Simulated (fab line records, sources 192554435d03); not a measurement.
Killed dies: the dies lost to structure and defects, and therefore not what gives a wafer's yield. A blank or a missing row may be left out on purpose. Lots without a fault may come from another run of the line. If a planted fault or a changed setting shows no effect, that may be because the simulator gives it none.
Matching of chambers -- flow n5_finfet -- N5_SDB_ETCH_17 on rie_diel-01 has 4 sister chambers
The step etches SiARC in CF4, target depth 23.4 nm, time 39 s. 14 wafers are shown with their chamber, then 7 later ones without.

== WAFERS WITH THEIR CHAMBER ==
wafer,chamber,throttle_valve_pct (%),showerhead_plenum_p_Torr (Torr),oes_product_au (a.u.)
L074.2,3,15.47,2.10,0.81
L074.4,0,15.26,2.11,0.77
L074.5,2,15.96,2.13,0.63
L077.2,3,15.48,2.09,0.78
L077.3,2,15.96,2.12,0.62
L077.6,0,15.27,2.11,0.76
L078.2,3,15.46,2.09,0.77
L078.3,2,15.97,2.12,0.62
L078.5,1,15.13,2.18,0.84
L081.2,0,15.29,2.10,0.74
L081.3,2,15.99,2.12,0.61
L081.4,0,15.27,2.10,0.75
L084.1,1,15.14,2.18,0.82
L084.5,2,16.01,2.12,0.61

SIGNATURES, as means of the wafers listed above
reading,chamber 0,chamber 1,chamber 2,chamber 3,scatter within a chamber
throttle_valve_pct,15.2725,15.1350,15.9780,15.4700,0.0161
showerhead_plenum_p_Torr,2.1050,2.1800,2.1220,2.0933,0.00497
oes_product_au,0.7550,0.8300,0.6180,0.7867,0.0136
Rule: for a wafer and a chamber, the distance is found by dividing, reading by reading, the gap between the wafer's reading and the chamber's mean by the reading's scatter, squaring, summing and taking the root. The wafer belongs to the nearest chamber; if the next one is less than 2 further off, it can't be placed. How the scatter is found: for the shown wafers, subtract from each reading the mean of its chamber, square and add these, divide the total by (wafers less chambers), then take the root.

== WAFERS MISSING THEIR CHAMBER ==
wafer,throttle_valve_pct (%),showerhead_plenum_p_Torr (Torr),oes_product_au (a.u.)
L084.6,15.51,2.09,0.75
L085.4,15.52,2.09,0.76
L085.5,15.15,2.18,0.82
L085.6,15.31,2.10,0.73
L095.2,16.06,2.11,0.59
L095.3,15.36,2.09,0.71
L095.5,16.06,2.11,0.60

== WHICH CHAMBER EACH ONE RAN IN ==
wafer,from the rows above,in truth
L084.6,3,3
L085.4,3,3
L085.5,1,1
L085.6,0,0
L095.2,2,2
L095.3,can't be placed: 0 or 3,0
L095.5,2,2
6 of 7 placed correctly. These rows do not allow placing 1 (true chamber among the candidates in 1). Wrongly placed: 0.
